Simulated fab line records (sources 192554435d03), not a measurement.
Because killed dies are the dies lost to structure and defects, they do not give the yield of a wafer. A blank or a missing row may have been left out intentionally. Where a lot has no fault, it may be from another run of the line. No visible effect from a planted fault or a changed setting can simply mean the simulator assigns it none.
Matching of chambers | flow n5 finfet | N5_BEOL_M0_SAQP_ETCH_106 on rie diel-02: 4 sister chambers
The step etches SOC in N2/H2, stops on SiNx, target depth 150 nm. 4 wafers are shown with their chamber, then 8 later ones without.

## WAFERS PAIRED WITH THEIR CHAMBERS
wafer  | chamber | drypump motor current A (A)
L075.5 | 0       | 5.2
L088.4 | 3       | 5.6
L090.5 | 2       | 6.2
L092.1 | 1       | 5.9

## WAFERS MISSING THEIR CHAMBER
wafer  | drypump motor current A (A)
L092.3 | 5.2
L092.6 | 5.2
L095.1 | 6.0
L095.2 | 5.2
L095.3 | 6.2
L095.4 | 5.6
L095.5 | 5.9
L095.6 | 5.2

## CHAMBER TAKEN BY EACH
wafer  | from the rows above | in truth
L092.3 | 0                   | 0
L092.6 | 0                   | 0
L095.1 | 1                   | 1
L095.2 | 0                   | 0
L095.3 | 2                   | 2
L095.4 | 3                   | 3
L095.5 | 1                   | 1
L095.6 | 0                   | 0
Placed correctly: 8 of 8. From these rows, 0 cannot be placed. 0 placed wrongly.
How it was worked out, from the rows above alone: a wafer's distance from a chamber is the root of the sum, over the readings, of the square of ((its reading less the chamber's mean) divided by the reading's scatter). The wafer belongs to the nearest chamber; if the next one is less than 2 further off, it can't be placed. The mean given for a chamber averages the wafers shown for that chamber. The scatter: with one shown wafer a chamber, the root of the mean of the squares of how far each hidden wafer lies from its nearest shown one.
